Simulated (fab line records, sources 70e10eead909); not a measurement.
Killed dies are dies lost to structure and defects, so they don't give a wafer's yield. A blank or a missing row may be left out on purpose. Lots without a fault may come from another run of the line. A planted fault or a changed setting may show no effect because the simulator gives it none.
A struck lot beside a sound one | flow nand_harc | 15 steps out of a route of 1159
Sound: wafers L589.1, L589.4, L589.6. Struck: wafer L603.6. (L603.3, L603.4 of the same lot were not struck and are left out.) The cause comes at the end.
At each step with rows: each side's tool, then ch and its chambers, then its first start. Under that, the readings that differ: sound wafers | struck wafers | difference of the means | sigmas: that difference in standard deviations of wafers without a fault.
alike: readings whose means differ by less than 2 such deviations, and words and numbers that are the same on both sides. not compared: withheld readings, readings that some wafer has no value for, bounds like >300 that may hide the same value, and numbers for which the record gives no deviation and whose values overlap.
The two part at a step that has a row with sigmas, a row that says differs or no value, or rows on one side only. Numbers that don't overlap but have no deviation are shown without sigmas and don't part them. A reading that every wafer of one side lacks parts them only if that side has two wafers or more.

first, 3 steps without rows for these wafers: NHARC_A_CHANNEL_HOLE_D1_STRIP_41 (strips in N2/H2); NHARC_A_CHANNEL_HOLE_D1_STRIP_42 (strips in CF4/CHF3); NHARC_A_CHANNEL_HOLE_D1_STRIP_43 (strips in O2/COS).
NHARC_A_CHANNEL_HOLE_D1_ETCH_44: etches the open film in CF4/O2, target depth 140 nm, overetch 14 nm, time 77 s.
  sound on rie_diel-04 ch 0,2, day 9 03:12; struck on rie_diel-04 ch 1, day 12 17:21
  alike: drypump_motor_current_A, oes_product_au, rf_vpp_V, showerhead_plenum_p_Torr, throttle_valve_pct
  not compared: rf_hours_counter_h
NHARC_A_CHANNEL_HOLE_D1_STRIP_27: strips in O2.
  sound on rie_diel-04 ch 0,2; struck on rie_diel-04 ch 3
  alike: drypump_motor_current_A, oes_product_au, rf_vpp_V, showerhead_plenum_p_Torr, throttle_valve_pct
  not compared: rf_hours_counter_h
then, 2 steps without rows for these wafers: NHARC_A_CHANNEL_HOLE_D1_PRECLEAN_28 (cleans in SC1); NHARC_A_CHANNEL_HOLE_D1_SRD_29.
NHARC_A_CHANNEL_HOLE_D1_CD_MEAS_30:
  sound on cd_sem-03, day 9 04:02; struck on cd_sem-01, day 12 18:08
  alike: cd_nm
NHARC_A_CHANNEL_HOLE_D1_XSEM_31:
  sound on xsem-02 ch 0, day 9 04:07; struck on xsem-01 ch 0, day 12 18:14
  alike: bot_cd_nm, bow_nm, tilt_deg
NHARC_A_CHANNEL_HOLE_D1_INSPECT_40:
  sound on defect_inspect-02, day 9 04:13; struck on defect_inspect-02, day 12 18:20
  alike: raw_defect_count
then, 2 steps without rows for these wafers: NHARC_A_CHANNEL_FILL_D1_PRECLEAN_00 (cleans in SC1); NHARC_A_CHANNEL_FILL_D1_SRD_01.
NHARC_A_CHANNEL_FILL_D1_ALD_02: deposits SiO2, target thk 6 nm, pulse time 10 s, ald cycles 60.
  sound on ald_hk-03 ch 1,2,3, day 9 04:33; struck on ald_hk-04 ch 1, day 12 18:36
  reading    | sound    | struck | difference | sigmas
  ald_cycles | 60 60 60 | 67     | +7         |
  alike: heater_power_w, precursor_pulse_height_rel, susceptor_temp_C
  not compared: since_wet_clean_h
NHARC_A_CHANNEL_FILL_D1_ALD_03: deposits SiNx, target thk 6 nm, pulse time 60 s, ald cycles 58.
  sound on ald_sin_batch-01 ch 0; struck on ald_sin_batch-02 ch 0
  alike: precursor_pulse_height_rel, susceptor_temp_C
  not compared: ald_cycles
then, 1 step without rows for these wafers: NHARC_END_SORT_01.

WHERE THEY PART
Nowhere in this record.

WHY: what the simulator had put in
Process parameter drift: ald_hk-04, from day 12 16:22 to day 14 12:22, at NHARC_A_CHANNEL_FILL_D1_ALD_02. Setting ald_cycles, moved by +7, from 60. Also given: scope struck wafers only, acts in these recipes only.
